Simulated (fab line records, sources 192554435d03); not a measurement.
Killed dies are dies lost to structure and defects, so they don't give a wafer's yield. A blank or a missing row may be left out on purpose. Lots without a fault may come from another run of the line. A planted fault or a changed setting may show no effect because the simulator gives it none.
fab line records | flow n5_finfet | part 1 of 2: steps 1 to 20 of 33
record lots=5 wafers=15 last_day=17
route steps=1938 shown HKMG_FIN@394
lots that met no fault: from a run of the same line without faults
start_h: hours from the record's first day to the start of the lot's first wafer shown | wait_h: hours since the lot's step before | " the same as in the row above | L1.1+2: a row that stands for several wafers | - no value, or no start given | * or withheld: withheld | < > ~ a bound
route shown NAME@n: a module of which the file shows steps, and the number in the route of the first | usual: mean/standard deviation of fault-free wafers | same: alike in all rows | chamber/n: place in a boat | sites: the reading at each site | _std_site: their standard deviation | _edge_site: outer sites' mean less inner sites' | radius_mm: how far each site lies from the wafer's centre | mask NAME#n: copy n | behind: the tool/chamber that last shaped the wafer | hold: why the lot was held/for how many hours/how that ended | device: the transistor (n, p or np) that didn't switch | end of line: the same wafers' tests at the end of the route | a step without rows: its recipe alone | killed: dies lost to structure and defects at the first sort, not the wafer's yield | map: a wafer's dies, x killed, . not, _ none there
set.NAME: the setting as run; set.NAME@STEP: as run at that earlier step | model.NAME: the simulator's own value behind a step, which no gauge read
lots at some steps of the route; a table a step, a row a wafer
services: from which hour (start_h, from the record's first day; less than 0 if before it) a tool's chamber was out of use, for how many hours, and why
## steps
# step N5_HKMG_FIN_SOFTBAKE_44
# recipe temp_c=110 time_s=60 resist=CAR-ArF
# columns lot.wafer tool chamber start_h wait_h
L074.2+3+6 litho_track-03 0 - -
L075.1+2+5 litho_track-04 0 - -
L079.1+4+6 litho_track-05 0 - -
L082.1+4+6 litho_track-04 0 - -
L096.1+2+6 litho_track-04 0 - -
# step N5_HKMG_FIN_EXPOSE_46
# recipe mask_id=NDIPOLE na=1.35 source_shape=conventional sigma_outer=0.8 polarization=unpolarized dose_mj=40
# usual exposure_dose_mJ_cm2=40.01/0.18
# columns lot.wafer tool chamber start_h wait_h mask exposure_dose_mJ_cm2
L074.2 arfi_scanner-03 0 72.91 - NDIPOLE#0 39.89
L074.3 " 0 " " NDIPOLE#0 39.92
L074.6 " 0 " " NDIPOLE#0 39.88
L075.1 arfi_scanner-03 0 78.04 - NDIPOLE#0 39.89
L075.2 " 0 " " NDIPOLE#0 39.94
L075.5 " 0 " " NDIPOLE#0 39.96
L079.1 arfi_scanner-03 0 101.58 - NDIPOLE#0 39.98
L079.4 " 0 " " NDIPOLE#0 39.98
L079.6 " 0 " " NDIPOLE#0 39.95
L082.1 arfi_scanner-02 0 121.22 - NDIPOLE#0 40.02
L082.4 " 0 " " NDIPOLE#0 40.00
L082.6 " 0 " " NDIPOLE#0 40.00
L096.1 arfi_scanner-01 0 202.35 - NDIPOLE#0 40.00
L096.2 " 0 " " NDIPOLE#0 40.02
L096.6 " 0 " " NDIPOLE#0 40.01
# step N5_HKMG_FIN_PEB_47
# recipe peb_temp_c=withheld peb_time_s=60 resist=CAR-ArF
# columns lot.wafer tool chamber start_h wait_h
L074.2+3+6 litho_track-04 0 72.96 0.0
L075.1+2+5 litho_track-03 0 78.10 0.1
L079.1+4+6 litho_track-03 0 101.64 0.1
L082.1+4+6 litho_track-03 0 121.28 0.1
L096.1+2+6 litho_track-03 0 202.40 0.1
# step N5_HKMG_FIN_DEVELOP_48
# recipe develop_time_s=30 developer=TMAH resist=CAR-ArF rinse_liquid=diw dry=air_spin dev_temp_c=23
# columns lot.wafer tool chamber start_h wait_h
L074.2+3+6 litho_track-04 0 - -
L075.1+2+5 litho_track-03 0 - -
L079.1+4+6 litho_track-03 0 - -
L082.1+4+6 litho_track-03 0 - -
L096.1+2+6 litho_track-03 0 - -
# step N5_HKMG_FIN_CD_MEAS_49
# recipe target_cd_nm=202 landing_energy_ev=500 detector=se_inlens polarity=opening
# usual cd_nm=202.0/0.55
# columns lot.wafer tool chamber start_h wait_h cd_nm
L074.2 cd_sem-02 0 73.03 - 201.9
L074.3 " 0 " " 201.5
L074.6 " 0 " " 202.3
L075.1 cd_sem-01 0 78.16 - 203.2
L075.2 " 0 " " 202.1
L075.5 " 0 " " 202.9
L079.1 cd_sem-02 0 101.70 - 201.8
L079.4 " 0 " " 202.2
L079.6 " 0 " " 202.3
L082.1 cd_sem-03 0 121.35 - 201.5
L082.4 " 0 " " 202.7
L082.6 " 0 " " 202.2
L096.1 cd_sem-01 0 202.47 - 202.1
L096.2 " 0 " " 202.2
L096.6 " 0 " " 202.2
# step N5_HKMG_FIN_OVL_MEAS_50
# recipe points_per_wafer=44
# usual NDIPOLE_OVL=0.1/0.74
# columns lot.wafer tool chamber start_h wait_h NDIPOLE_OVL[nm]
L074.2 overlay-01 0 73.06 0.0 -0.4
L074.3 " 0 " " 0.4
L074.6 " 0 " " -0.3
L075.1 overlay-01 0 78.19 0.0 -1.2
L075.2 " 0 " " 0.1
L075.5 " 0 " " 0.0
L079.1 overlay-02 0 101.74 0.0 0.7
L079.4 " 0 " " -0.2
L079.6 " 0 " " 0.0
L082.1 overlay-02 0 121.38 0.0 -0.1
L082.4 " 0 " " 0.0
L082.6 " 0 " " 0.3
L096.1 overlay-02 0 202.50 0.0 -0.2
L096.2 " 0 " " -0.2
L096.6 " 0 " " 0.0
# step N5_HKMG_FIN_INSPECT_61
# recipe mode=adi inspect_instrument=macro
# usual raw_defect_count=1.9/1.5
# columns lot.wafer tool chamber start_h wait_h raw_defect_count
L074.2 defect_inspect-01 - 73.09 0.0 2
L074.3 " - " " 0
L074.6 " - " " 1
L075.1 defect_inspect-01 - 78.22 0.0 2
L075.2 " - " " 2
L075.5 " - " " 2
L079.1 defect_inspect-01 - 101.76 0.0 1
L079.4 " - " " 0
L079.6 " - " " 3
L082.1 defect_inspect-02 - 121.40 0.0 1
L082.4 " - " " 2
L082.6 " - " " 1
L096.1 defect_inspect-01 - 202.52 0.0 2
L096.2 " - " " 1
L096.6 " - " " 3
# step N5_HKMG_FIN_DESCUM_53
# recipe chemistry=O2 time_s=7.9 source_power_w=50 bias_power_w=20 pressure_mtorr=20 rf_frequency_hz=2.712e+07 temp_c=40 resist=CAR-ArF o2_flow_sccm=225
# usual drypump_motor_current_A=5.7/0.47 oes_product_au=0.81/0.087 rf_vpp_V=243.0/1.4 showerhead_plenum_p_Torr=2.09/0.073 throttle_valve_pct=20.36/0.19
# columns lot.wafer tool chamber start_h wait_h drypump_motor_current_A oes_product_au rf_hours_counter_h rf_vpp_V showerhead_plenum_p_Torr throttle_valve_pct
L074.2 rie_diel-05 1 73.17 0.1 5.9 0.89 26 243.9 2.14 19.96
L074.3 " 0 " " 5.7 0.81 87 245.2 2.19 20.36
L074.6 " 2 " " 5.8 0.71 - 241.9 2.08 20.54
L075.1 rie_diel-05 2 78.25 0.0 5.8 0.72 221 242.7 2.08 20.53
L075.2 " 1 " " 5.9 0.88 28 243.5 2.14 19.97
L075.5 " 1 " " 5.9 0.90 - 245.6 2.14 19.95
L079.1 rie_diel-05 3 101.79 0.0 5.6 0.98 0 241.8 2.05 20.53
L079.4 " 2 " " 5.8 0.71 230 243.5 2.07 20.57
L079.6 " 3 " " 5.7 0.97 - 242.2 2.05 20.53
L082.1 rie_diel-04 1 121.43 0.0 5.8 0.85 54 243.4 2.05 20.55
L082.4 " 3 " " 5.0 0.87 - 243.9 2.13 20.42
L082.6 " 1 " " 5.9 0.85 - 243.8 2.05 20.55
L096.1 rie_diel-05 3 202.68 0.2 5.7 0.86 39 240.6 2.04 20.58
L096.2 " 0 " " 5.7 0.77 136 243.8 2.17 20.44
L096.6 " 2 " " 5.8 0.96 - 242.7 2.06 20.18
# step N5_HKMG_FIN_ETCH_54
# recipe chemistry=CF4 target=SiARC target_depth_a=455 mask_material=CAR-ArF time_s=75.8 ion_energy_ev=80 pressure_mtorr=40 source_w=545 bias_w=36 Ar_flow_sccm=100 cf4_flow_sccm=100 ends=cleared
# usual drypump_motor_current_A=5.7/0.47 etch_rf_on_time_s=75.6/1.7 oes_product_au=0.70/0.075 rf_vpp_V=184.0/1.1 showerhead_plenum_p_Torr=2.13/0.072 throttle_valve_pct=15.53/0.2
# columns lot.wafer tool chamber start_h wait_h drypump_motor_current_A etch_rf_on_time_s oes_product_au rf_hours_counter_h rf_vpp_V showerhead_plenum_p_Torr throttle_valve_pct
L074.2 rie_diel-05 1 73.21 0.0 5.9 76.3 0.77 26 184.8 2.19 15.11
L074.3 " 0 " " 5.7 77.0 0.70 87 185.3 2.24 15.56
L074.6 " 2 " " 5.9 76.6 0.61 - 183.4 2.12 15.72
L075.1 rie_diel-05 2 78.29 0.0 5.8 76.6 0.61 221 184.4 2.12 15.71
L075.2 " 1 " " 5.9 76.2 0.76 28 185.2 2.18 15.13
L075.5 " 1 " " 5.9 76.7 0.76 - 184.0 2.18 15.11
L079.1 rie_diel-05 3 101.83 0.0 5.7 75.0 0.83 0 183.7 2.11 15.68
L079.4 " 2 " " 5.8 76.5 0.61 230 183.7 2.12 15.74
L079.6 " 3 " " 5.7 74.3 0.85 - 183.1 2.11 15.67
L082.1 rie_diel-04 1 121.47 0.0 5.8 74.3 0.73 54 183.9 2.08 15.59
L082.4 " 3 " " 5.0 71.9 0.77 - 184.7 2.17 15.50
L082.6 " 1 " " 5.8 74.7 0.73 - 181.8 2.08 15.59
L096.1 rie_diel-05 3 202.71 0.0 5.6 75.0 0.73 39 184.2 2.09 15.76
L096.2 " 0 " " 5.7 76.4 0.66 136 183.8 2.23 15.67
L096.6 " 2 " " 5.9 74.7 0.82 - 184.8 2.11 15.30
# step N5_HKMG_FIN_ETCH_55
# recipe chemistry=N2/H2 target=SOC target_depth_a=2400 temp_c=40 time_s=300 ion_energy_ev=200 mask_material=SiARC pressure_mtorr=30 source_w=840 bias_w=150 n2_flow_sccm=200 h2_flow_sccm=200
# usual drypump_motor_current_A=5.7/0.47 oes_product_au=0.82/0.087 rf_vpp_V=523.7/2.7 showerhead_plenum_p_Torr=2.54/0.09 throttle_valve_pct=17.76/0.2
# columns lot.wafer tool chamber start_h wait_h drypump_motor_current_A oes_product_au rf_hours_counter_h rf_vpp_V showerhead_plenum_p_Torr throttle_valve_pct
L074.2 rie_diel-05 1 73.26 0.0 5.9 0.89 26 524.8 2.59 17.33
L074.3 " 0 " " 5.7 0.82 87 527.0 2.67 17.77
L074.6 " 2 " " 5.9 0.72 - 523.8 2.52 17.92
L075.1 rie_diel-05 2 78.34 0.0 5.8 0.71 222 523.6 2.52 17.93
L075.2 " 1 " " 5.9 0.88 28 525.3 2.59 17.35
L075.5 " 1 " " 5.9 0.88 - 526.5 2.59 17.36
L079.1 rie_diel-05 3 101.88 0.0 5.6 0.99 0 522.5 2.51 18.00
L079.4 " 2 " " 5.8 0.71 231 522.2 2.51 17.95
L079.6 " 3 " " 5.7 0.99 - 522.4 2.51 18.00
L082.1 rie_diel-04 1 121.53 0.0 5.8 0.86 54 522.1 2.49 17.91
L082.4 " 3 " " 5.0 0.89 - 525.3 2.59 17.78
L082.6 " 1 " " 5.9 0.85 - 522.3 2.49 17.93
L096.1 rie_diel-05 3 202.77 0.0 5.7 0.86 39 522.6 2.49 18.07
L096.2 " 0 " " 5.7 0.76 136 526.8 2.65 17.85
L096.6 " 2 " " 5.8 0.95 - 524.6 2.50 17.56
# step N5_HKMG_FIN_STRIP_56
# recipe chemistry=N2/H2 temp_c=40 n2_flow_sccm=200 h2_flow_sccm=200 rf_frequency_hz=6e+07
# columns lot.wafer tool chamber start_h wait_h
L074.2+3+6 rie_diel-05 1,0,2 73.44 0.1
L075.1+2+5 rie_diel-05 2,1,1 78.52 0.1
L079.1+4+6 rie_diel-05 3,2,3 102.06 0.1
L082.1+4+6 rie_diel-04 1,3,1 121.71 0.1
L096.1+2+6 rie_diel-05 3,0,2 202.95 0.1
# step N5_HKMG_FIN_STRIP_57
# recipe chemistry=CF4 resist=SiARC power_w=300 bias_power_w=75 pressure_mtorr=50 cf4_flow_sccm=150 rf_frequency_hz=6e+07
# usual drypump_motor_current_A=5.7/0.47 oes_product_au=0.81/0.078 rf_vpp_V=271.0/1.5 showerhead_plenum_p_Torr=1.79/0.058 throttle_valve_pct=13.50/0.2
# columns lot.wafer tool chamber start_h wait_h drypump_motor_current_A oes_product_au rf_hours_counter_h rf_vpp_V showerhead_plenum_p_Torr throttle_valve_pct
L074.2 rie_diel-05 1 73.45 0.0 5.9 0.88 26 271.8 1.84 13.10
L074.3 " 0 " " 5.7 0.82 87 274.0 1.87 13.52
L074.6 " 2 " " 5.8 0.71 - 270.8 1.78 13.74
L075.1 rie_diel-05 2 78.53 0.0 5.8 0.71 222 270.9 1.78 13.73
L075.2 " 1 " " 5.9 0.87 28 271.7 1.84 13.12
L075.5 " 1 " " 5.9 0.88 - 271.4 1.84 13.11
L079.1 rie_diel-05 3 102.07 0.0 5.7 0.96 0 270.2 1.77 13.63
L079.4 " 2 " " 5.8 0.70 231 270.9 1.77 13.76
L079.6 " 3 " " 5.6 0.96 - 270.4 1.77 13.61
L082.1 rie_diel-04 1 121.72 0.0 5.8 0.84 54 271.6 1.74 13.53
L082.4 " 3 " " 5.0 0.87 - 271.8 1.83 13.46
L082.6 " 1 " " 5.8 0.84 - 269.7 1.74 13.50
L096.1 rie_diel-05 3 202.96 0.0 5.7 0.86 39 269.8 1.76 13.70
L096.2 " 0 " " 5.7 0.77 136 271.5 1.86 13.64
L096.6 " 2 " " 5.9 0.94 - 269.7 1.77 13.22
# step N5_HKMG_FIN_ETCH_58
# recipe chemistry=N2/H2 target=SOC target_depth_a=2158 ion_energy_ev=50 bias_w=13 time_s=741 pressure_mtorr=30 source_w=875 n2_flow_sccm=200 h2_flow_sccm=200
# usual drypump_motor_current_A=5.7/0.47 oes_product_au=0.82/0.088 rf_vpp_V=99.1/0.93 showerhead_plenum_p_Torr=2.54/0.09 throttle_valve_pct=17.71/0.2
# columns lot.wafer tool chamber start_h wait_h drypump_motor_current_A oes_product_au rf_hours_counter_h rf_vpp_V showerhead_plenum_p_Torr throttle_valve_pct
L074.2 rie_diel-05 1 73.47 0.0 5.9 0.88 26 100.1 2.59 17.31
L074.3 " 0 " " 5.7 0.82 87 99.2 2.67 17.72
L074.6 " 2 " " 5.8 0.71 - 99.9 2.52 17.89
L075.1 rie_diel-05 2 78.55 0.0 5.8 0.72 222 99.1 2.52 17.90
L075.2 " 1 " " 5.9 0.88 29 99.6 2.59 17.31
L075.5 " 1 " " 6.0 0.88 - 99.9 2.59 17.30
L079.1 rie_diel-05 3 102.09 0.0 5.6 0.98 0 98.8 2.51 17.95
L079.4 " 2 " " 5.8 0.70 231 99.5 2.51 17.91
L079.6 " 3 " " 5.6 0.98 - 98.2 2.51 17.96
L082.1 rie_diel-04 1 121.74 0.0 5.9 0.86 54 99.6 2.49 17.88
L082.4 " 3 " " 5.0 0.90 - 99.7 2.59 17.73
L082.6 " 1 " " 5.8 0.86 - 98.3 2.49 17.86
L096.1 rie_diel-05 3 202.98 0.0 5.7 0.86 39 99.3 2.49 18.02
L096.2 " 0 " " 5.7 0.78 136 99.0 2.65 17.80
L096.6 " 2 " " 5.8 0.94 - 98.8 2.50 17.49
# step N5_HKMG_FIN_STRIP_93
# recipe chemistry=N2/H2 material=SOC time_s=20 power_w=500 temp_c=40 pressure_mtorr=50 rf_frequency_hz=6e+07 bias_power_w=8 h2_frac=0.5 n2_flow_sccm=300 h2_flow_sccm=300
# usual drypump_motor_current_A=5.7/0.47 oes_product_au=0.82/0.088 rf_vpp_V=54.2/0.82 showerhead_plenum_p_Torr=3.35/0.11 throttle_valve_pct=18.90/0.28
# columns lot.wafer tool chamber start_h wait_h drypump_motor_current_A oes_product_au rf_hours_counter_h rf_vpp_V showerhead_plenum_p_Torr throttle_valve_pct
L074.2 rie_diel-05 1 73.90 0.2 5.9 0.89 26 53.5 3.42 18.61
L074.3 " 0 " " 5.7 0.82 87 54.6 3.53 18.75
L074.6 " 2 " " 5.8 0.71 - 55.3 3.33 19.08
L075.1 rie_diel-05 2 78.98 0.2 5.9 0.72 222 53.8 3.33 19.10
L075.2 " 1 " " 5.9 0.89 29 55.1 3.42 18.58
L075.5 " 1 " " 5.9 0.89 - 54.2 3.42 18.60
L079.1 rie_diel-05 3 102.52 0.2 5.6 0.96 1 55.6 3.31 19.26
L079.4 " 2 " " 5.8 0.70 231 52.9 3.32 19.09
L079.6 " 3 " " 5.7 0.96 - 54.2 3.31 19.25
L082.1 rie_diel-04 1 122.16 0.2 5.8 0.86 54 54.0 3.29 19.15
L082.4 " 3 " " 5.0 0.90 - 54.2 3.42 18.96
L082.6 " 1 " " 5.8 0.86 - 53.6 3.29 19.17
L096.1 rie_diel-05 3 203.40 0.2 5.7 0.86 39 55.7 3.29 19.33
L096.2 " 0 " " 5.7 0.77 136 55.6 3.50 18.82
L096.6 " 2 " " 5.8 0.94 - 54.7 3.31 18.73
# step N5_HKMG_FIN_WET_ETCH_76
# recipe chemistry=dNH4OH mix=1:50 temp_c=25 target=Al2O3 stop_on=La2O3 target_depth_nm=2.25 dry=ipa_marangoni rinse_time_s=30 rinse_temp_c=23
# columns lot.wafer tool chamber start_h wait_h
L074.2+3+6 wet_bench-01 4,3,2 73.98 0.1
L075.1+2+5 wet_bench-04 6,5,7 79.06 0.1
L079.1+4+6 wet_bench-02 6,4,3 102.60 0.1
L082.1+4+6 wet_bench-02 2,5,4 122.24 0.1
L096.1+2+6 wet_bench-02 7,6,4 203.49 0.1
# step N5_HKMG_FIN_STRIP_60
# recipe chemistry=N2/H2 power_w=2500 temp_c=300 h2_frac=0.65 time_s=360 pressure_mtorr=withheld n2_flow_sccm=1750 h2_flow_sccm=3250
# usual drypump_motor_current_A=5.9/0.56 heater_power_w=451/58
# columns lot.wafer tool chamber start_h wait_h drypump_motor_current_A heater_power_w rf_hours_counter_h
L074.2 plasma_asher-01 1 74.05 0.0 5.9 430 40
L074.3 " 0 " " 4.9 491 -
L074.6 " 1 " " 5.9 438 -
L075.1 plasma_asher-01 0 79.13 0.0 4.9 498 41
L075.2 " 1 " " 5.9 432 41
L075.5 " 1 " " 5.9 442 -
L079.1 plasma_asher-02 0 102.68 0.0 6.0 367 88
L079.4 " 1 " " 6.5 503 -
L079.6 " 0 " " 6.0 376 -
L082.1 plasma_asher-01 0 122.32 0.0 5.0 491 50
L082.4 " 0 " " 4.9 490 -
L082.6 " 1 " " 5.9 439 -
L096.1 plasma_asher-02 0 203.55 0.0 6.0 376 110
L096.2 " 1 " " 6.5 523 110
L096.6 " 1 " " 6.5 523 -
# step N5_HKMG_FIN_WET_ETCH_77
# recipe chemistry=dHCl mix=1:10000 temp_c=25 target=La2O3 stop_on=HfO2 target_depth_nm=2
# columns lot.wafer tool chamber start_h wait_h
L074.2+3+6 wet_bench-01 3,4,1 74.44 0.3
L075.1+2+5 wet_bench-01 3,4,7 79.52 0.3
L079.1+4+6 wet_bench-01 2,4,5 103.06 0.3
L082.1+4+6 wet_bench-04 1,3,0 122.77 0.3
L096.1+2+6 wet_bench-01 4,2,7 203.94 0.3
# step N5_HKMG_FIN_WET_ETCH_78
# recipe chemistry=dNH4OH mix=1:50 temp_c=25 target=Al2O3 stop_on=La2O3 target_depth_nm=4.5 dry=ipa_marangoni rinse_time_s=30 rinse_temp_c=23
# columns lot.wafer tool chamber start_h wait_h
L074.2+3+6 wet_bench-01 3,4,1 74.47 0.0
L075.1+2+5 wet_bench-01 3,4,7 79.55 0.0
L079.1+4+6 wet_bench-01 2,4,5 103.09 0.0
L082.1+4+6 wet_bench-04 1,3,0 122.80 0.0
L096.1+2+6 wet_bench-01 4,2,7 203.97 0.0
# step N5_HKMG_FIN_ALD_79
# recipe material=TiN target_thk_a=15 temp_c=400 ald_precursor_family=TiCl4 ald_co_reactant=NH3 pulse_time_s=1 purge_time_s=3 co_reactant_purge_time_s=2 co_reactant_pulse_time_s=2 ald_cycles=68 pressure_torr=3
# usual heater_power_outer_w=588/63 heater_power_w=922/70 precursor_pulse_height_rel=1.000/0.02
# same co_reactant_pulse_time_s=2 pulse_time_s=1
# columns lot.wafer tool chamber start_h wait_h heater_power_outer_w heater_power_w precursor_pulse_height_rel
L074.2 ald_metal-04 0 74.54 0.0 487 840 1.005
L074.3 " 1 " " 593 893 0.968
L074.6 " 1 " " 580 912 0.953
L075.1 ald_metal-01 1 79.62 0.0 533 849 0.991
L075.2 " 0 " " 554 931 0.997
L075.5 " 1 " " 538 836 0.976
L079.1 ald_metal-04 2 103.16 0.0 548 919 1.001
L079.4 " 1 " " 593 924 1.004
L079.6 " 2 " " 551 930 0.993
L082.1 ald_metal-01 2 122.87 0.0 661 964 1.026
L082.4 " 3 " " 596 1002 0.999
L082.6 " 3 " " 597 991 0.999
L096.1 ald_metal-04 1 204.04 0.0 580 916 1.026
L096.2 " 2 " " 550 943 0.986
L096.6 " 2 " " 557 916 0.983
# step N5_HKMG_FIN_CVD_62
# recipe material=a-Si target_thk_a=30 temp_c=500 precursor=Si2H6 pressure_torr=1 time_s=20.8
# usual heater_power_outer_w=946/120 heater_power_w=1419/150
# columns lot.wafer tool chamber start_h wait_h heater_power_outer_w heater_power_w
L074.2 thermal_cvd_si-02 2 74.90 0.2 1114 1490
L074.3 " 1 " " 901 1370
L074.6 " 1 " " 916 1378
L075.1 thermal_cvd_si-01 0 79.98 0.2 929 1503
L075.2 " 1 " " 801 1252
L075.5 " 2 " " 779 1177
L079.1 thermal_cvd_si-02 1 103.53 0.2 899 1343
L079.4 " 0 " " 1026 1508
L079.6 " 1 " " 895 1389
L082.1 thermal_cvd_si-01 2 123.23 0.2 788 1174
L082.4 " 1 " " 799 1224
L082.6 " 2 " " 792 1178
L096.1 thermal_cvd_si-01 2 204.40 0.2 795 1174
L096.2 " 1 " " 780 1228
L096.6 " 1 " " 798 1235
